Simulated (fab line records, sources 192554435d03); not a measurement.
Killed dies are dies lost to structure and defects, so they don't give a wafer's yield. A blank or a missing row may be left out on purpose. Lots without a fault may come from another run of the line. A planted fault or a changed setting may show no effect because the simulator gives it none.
Chamber matching | flow n5_finfet | N5_FIN_SAQP_ALD_61 on ald_sin-03: 4 sister chambers
The step deposits SiO2, target thk 4 nm, pulse time 1 s, purge time 2 s. 8 wafers are shown with their chamber, then 11 later ones without.

WAFERS WITH THEIR CHAMBER
wafer  | chamber | heater_power_w (W) | precursor_pulse_height_rel
L085.4 | 2       | 502                | 0.965
L086.2 | 2       | 486                | 0.969
L086.4 | 3       | 531                | 1.007
L086.6 | 0       | 492                | 1.015
L090.2 | 1       | 417                | 0.967
L090.3 | 3       | 520                | 1.003
L090.5 | 1       | 412                | 0.999
L091.3 | 0       | 509                | 1.013

WAFERS WITHOUT THEIR CHAMBER
wafer  | heater_power_w (W) | precursor_pulse_height_rel
L091.4 | 409                | 0.993
L091.6 | 411                | 1.003
L093.1 | 490                | 1.005
L093.4 | 414                | 1.023
L093.6 | 420                | 0.996
L094.1 | 509                | 1.007
L094.2 | 529                | 1.011
L094.3 | 482                | 1.007
L096.2 | 490                | 0.959
L096.3 | 408                | 1.000
L096.5 | 415                | 0.976

WHICH CHAMBER EACH WENT THROUGH
wafer  | from the rows above     | in truth
L091.4 | 1                       | 1
L091.6 | 1                       | 1
L093.1 | can't be placed: 0 or 2 | 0
L093.4 | 1                       | 1
L093.6 | 1                       | 1
L094.1 | can't be placed: 0 or 3 | 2
L094.2 | 3                       | 3
L094.3 | can't be placed: 0 or 2 | 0
L096.2 | 2                       | 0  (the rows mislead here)
L096.3 | 1                       | 1
L096.5 | 1                       | 1
Placed correctly: 7 of 11. Can't be placed from these rows: 3 (the true chamber is among the candidates in 2). Placed wrongly: 1.
How it was worked out, from the rows above alone: a wafer's distance from a chamber is the root of the sum, over the readings, of the square of ((its reading less the chamber's mean) divided by the reading's scatter). The wafer belongs to the nearest chamber; if the next one is less than 2 further off, it can't be placed. A chamber's mean is the mean of its shown wafers. The scatter: the root of (the sum of the squares of (reading less its chamber's mean) over the shown wafers, divided by (wafers less chambers)).
